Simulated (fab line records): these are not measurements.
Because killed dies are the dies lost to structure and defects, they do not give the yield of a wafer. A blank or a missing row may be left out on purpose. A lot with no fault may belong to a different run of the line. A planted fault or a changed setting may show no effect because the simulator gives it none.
Comparing a struck lot with a sound one | flow n5Finfet | 19 steps out of a route of 1938
Sound: the wafers L503.3, L503.5. Wafers struck: L513.1, L513.3, L513.4. At the end, the cause is stated.
Each step with rows lists, per side, the tool, then ch with its chambers, then its first start. Under that, the readings that differ: sound wafers | struck wafers | difference of the means | sigmas: that difference in standard deviations of wafers without a fault.
alike: readings whose means differ by less than 2 such deviations, and words and numbers that are the same on both sides. not compared: withheld readings, readings that some wafer has no value for, bounds like >300 that may hide the same value, and numbers for which the record gives no deviation and whose values overlap.
The two part at a step that has a row with sigmas, a row that says differs or no value, or rows on one side only. Numbers that have no deviation but don't overlap get no sigmas and don't part them. Lack of a reading on every wafer of one side parts them only where that side has two or more wafers.

first, 7 steps without rows for these wafers: N5_BEOL_M9_COAT_60 (time 60 s, resist thk 30 nm); N5_BEOL_M9_COAT_05 (resist thk 90 nm); N5_BEOL_M9_EBR_07; N5_BEOL_M9_SOFTBAKE_06 (time 60 s); N5_BEOL_M9_EXPOSE_08 (exposes mask M9); N5_BEOL_M9_PEB_09 (peb time 60 s); N5_BEOL_M9_DEVELOP_10 (develop time 30 s).
N5_BEOL_M9_CD_MEAS_11: the cd target is 64.1 nm.
  sound on cdSem-03 ch 0, day 10 23:55; struck on cdSem-02 ch 0, day 13 13:51
  alike: cdNm
N5_BEOL_M9_OVL_MEAS_12:
  sound on overlay-02 ch 0, day 10 23:56; struck on overlay-02 ch 0, day 13 13:53
  alike: M9_OVL
N5_BEOL_M9_INSPECT_13: inspects for defects (brightfield).
  sound: defectInspect-02 at day 10 23:58; struck: defectInspect-01 at day 13 13:54
  alike: rawDefectCount
N5_BEOL_M9_DESCUM_16: chemistry O2, time 7.9 s.
  sound on rieDiel-03 ch 1,2, day 11 00:00; struck on rieDiel-03 ch 0,1,3, day 13 14:06
  alike: drypumpMotorCurrentA, oesProductAu, rfVppV, showerheadPlenumPTorr, throttleValvePct
  not compared: rfHoursCounterH
N5_BEOL_M9_ETCH_61: etches SiARC in CF4, target depth 39 nm, time 65 s.
  sound on rieDiel-03 ch 1,2, day 11 00:02; struck on rieDiel-03 ch 0,1,3, day 13 14:08
  alike: biasW, cf4FlowSccm, drypumpMotorCurrentA, etchRfOnTimeS, oesProductAu, rfVppV, showerheadPlenumPTorr, throttleValvePct
  not compared: rfHoursCounterH
N5_BEOL_M9_ETCH_62: etches SOC in N2/H2, target depth 110 nm, overetch 22 nm, time 165 s.
  sound on rieDiel-03 ch 1,2, day 11 00:05; struck on rieDiel-03 ch 0,1,3, day 13 14:11
  no value came back on the struck wafers for any of 8 readings (biasW (W), chamberPressureMTorr (mTorr) and others); on the sound wafers biasW (W) reads 150.4 149.6
reading                                     | sound   | struck         | difference | sigmas
model.CAR-ArF_of_BEOL_M9_COAT_05.thkNm (nm) | 0 0     | 56 55.8 55.8   | +56        | 
model.SiARC_of_BEOL_M9_COAT_60.thkNm (nm)   | 24 23.6 | 30.2 30.2 30.2 | +6.4       | 
  not compared: rfHoursCounterH
then, 1 step without rows for these wafers: N5_BEOL_M9_STRIP_68 (strips in N2/H2).
N5_BEOL_M9_STRIP_67: strips in CF4.
  sound on rieDiel-03 ch 1,2, day 11 00:14; struck on rieDiel-03 ch 0,1,3, day 13 14:20
  alike: drypumpMotorCurrentA, oesProductAu, rfVppV, showerheadPlenumPTorr, throttleValvePct
  not compared: rfHoursCounterH
N5_BEOL_M9_HM_OPEN_17: chemistry Cl2/BCl3, target TiN, target depth 20 nm, overetch 6 nm.
  sound on rieMetal-02 ch 1, day 11 00:18; struck on rieMetal-03 ch 0,1, day 13 14:22
reading             | sound     | struck         | difference | sigmas
oesProductAu (a.u.) | 0.53 0.53 | 0.29 0.30 0.29 | -0.24      | -4
  alike: drypumpMotorCurrentA, throttleValvePct
  not compared: rfHoursCounterH
N5_BEOL_M9_STRIP_19: strips in O2.
  sound on rieDiel-03 ch 1,3, day 11 00:23; struck on rieDiel-06 ch 1,2, day 13 14:31
  alike: drypumpMotorCurrentA, oesProductAu, rfVppV, showerheadPlenumPTorr, throttleValvePct
  not compared: rfHoursCounterH
N5_BEOL_M9_CD_MEAS_18: pitch 140 nm, target cd 70 nm.
  sound: cdSem-02 at day 11 00:28; struck: cdSem-02 at day 13 14:37
reading   | sound     | struck | difference                    | sigmas
cdNm (nm) | 69.8 70.8 | - - -  | no value on the struck wafers | 
then, 1 step without rows for these wafers: N5_BEOL_M9_COAT_63 (time 60 s, resist thk 60 nm).

== WHERE THEY PART ==
Last at N5_BEOL_M9_CD_MEAS_18 as far as this record goes, first at N5_BEOL_M9_ETCH_62.

WHY: the cause the simulator had injected
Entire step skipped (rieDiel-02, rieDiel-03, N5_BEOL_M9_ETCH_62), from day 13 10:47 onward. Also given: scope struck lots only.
